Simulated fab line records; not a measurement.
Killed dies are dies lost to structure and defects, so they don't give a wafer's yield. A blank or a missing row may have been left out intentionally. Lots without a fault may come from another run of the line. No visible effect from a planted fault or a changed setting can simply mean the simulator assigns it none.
8D (eight disciplines) problem report, filled in by code | flow nand harc | the parts of the form that need people (team, actions taken, sign-off) are left out

1. WHAT IS WRONG
heater power total W at NHARC_P_CONTACT_SOFTBAKE_07 reads a mean of 222.62 W on 4 wafers of 2 lots; wafers without a fault read 188.44 W with a standard deviation of 0.14. So: +99 or more standard deviations from the usual mean.
The step: time 55 s.
First observed at day 8 18:00: wafer L726.1, on litho track-06. The record has a number at this step for 40 wafers belonging to 14 lots. Rule for "out" (also "out of limits"): further than 4 standard deviations from the usual mean. All remaining wafers that have a number are taken as sound.

2. WHAT IT IS, AND WHAT IT ISN'T
question                    | is                     | is not
which readings at this step | heater power total W   | chill plate temp C
which lots                  | L726, L727             | L719, L720, L722, L723, L733, L734, L735, L736, L737, L738, L739, L741
which wafers of those lots  | all that have a number | -
read on which tools         | litho track-06         | litho track-01, litho track-04
when                        | from day 8 18:00       | up to then (12 sound wafers); but 24 sound wafers of L733, L734, L735, L736, L737, L738, L739, L741 came after

3. THE SUSPECTS, EACH WITH WHAT RULES IT OUT
Counting: any tool at a process step up to the reading is kept as a suspect provided that every lot that is out went through it and no sound lot did after the first of them.
- pvd sputter-02 at NHARC_P_GATE_DEGAS_109 (time 60 s): ruled out as a lasting fault. After its first lot that is out, L726 (day 8 15:50), sound lots L733, L739, L741 ran on it.
- litho track-06 at NHARC_P_CONTACT_SOFTBAKE_07 (time 55 s): ruled out as a lasting fault. After its first lot that is out, L726 (day 8 18:00), sound lots L734, L735, L741 ran on it.
Left after counting: nothing in the record.

4. THE CAUSE (what the simulator had put in)
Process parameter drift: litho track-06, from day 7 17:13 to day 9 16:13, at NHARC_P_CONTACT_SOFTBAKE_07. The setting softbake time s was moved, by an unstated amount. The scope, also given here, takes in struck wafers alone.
Counting ruled it out, wrongly.

5. SEQUENCE OF EFFECTS, ordered by route
Rows list readings where the struck wafers' mean (over those with a number) sits beyond 3 standard deviations from the usual. Only readings whose record carries a usual standard deviation are examined. hours: median over the lots of the time between each lot's start at the first step of this table that gives one and its start at this step. sigmas: the change, counted in usual standard deviations.
hours | step                        | reading              | usual    | on struck wafers | change | sigmas
0     | NHARC_P_CONTACT_SOFTBAKE_07 | heater power total W | 188.44 W | 222.62           | +34.18 | +99 or more
Its process steps:
- NHARC_P_CONTACT_SOFTBAKE_07: time 55 s.
Later measuring or inspecting steps at which every struck wafer that the step has a row for has a number for every such reading, and none has moved that far: NHARC_P_CONTACT_CD_MEAS_19, NHARC_END_SORT_01.

6. HOW IT WOULD HAVE BEEN CAUGHT EARLIER
In this record no reading fell out of limits until day 8 18:00, 25 hours after the fault had begun at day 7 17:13.
